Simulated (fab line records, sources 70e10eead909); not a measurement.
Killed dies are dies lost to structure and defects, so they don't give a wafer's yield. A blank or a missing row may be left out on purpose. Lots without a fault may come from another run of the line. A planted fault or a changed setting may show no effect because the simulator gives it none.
Chamber matching | flow nand_harc | NHARC_A_STAIRCASE_TRIM_20 on rie_diel-10: 4 sister chambers
The step chemistry O2, time 211.2 s. 4 wafers are shown with their chamber, then 8 later ones without.

WAFERS WITH THEIR CHAMBER
wafer  | chamber | drypump_motor_current_A (A)
L088.6 | 3       | 4.7
L090.2 | 2       | 6.1
L090.5 | 1       | 6.5
L091.1 | 0       | 5.5

WAFERS WITHOUT THEIR CHAMBER
wafer  | drypump_motor_current_A (A)
L091.2 | 6.5
L091.3 | 4.7
L096.1 | 5.4
L096.4 | 4.7
L096.6 | 4.7
L097.3 | 4.7
L097.4 | 6.1
L097.6 | 6.1

WHICH CHAMBER EACH WENT THROUGH
wafer  | from the rows above | in truth
L091.2 | 1                   | 1
L091.3 | 3                   | 3
L096.1 | 0                   | 0
L096.4 | 3                   | 3
L096.6 | 3                   | 3
L097.3 | 3                   | 3
L097.4 | 2                   | 2
L097.6 | 2                   | 2
Placed correctly: 8 of 8. Can't be placed from these rows: 0. Placed wrongly: 0.
How it was worked out, from the rows above alone: a wafer's distance from a chamber is the root of the sum, over the readings, of the square of ((its reading less the chamber's mean) divided by the reading's scatter). The wafer belongs to the nearest chamber; if the next one is less than 2 further off, it can't be placed. A chamber's mean is the mean of its shown wafers. The scatter: with one shown wafer a chamber, the root of the mean of the squares of how far each hidden wafer lies from its nearest shown one.
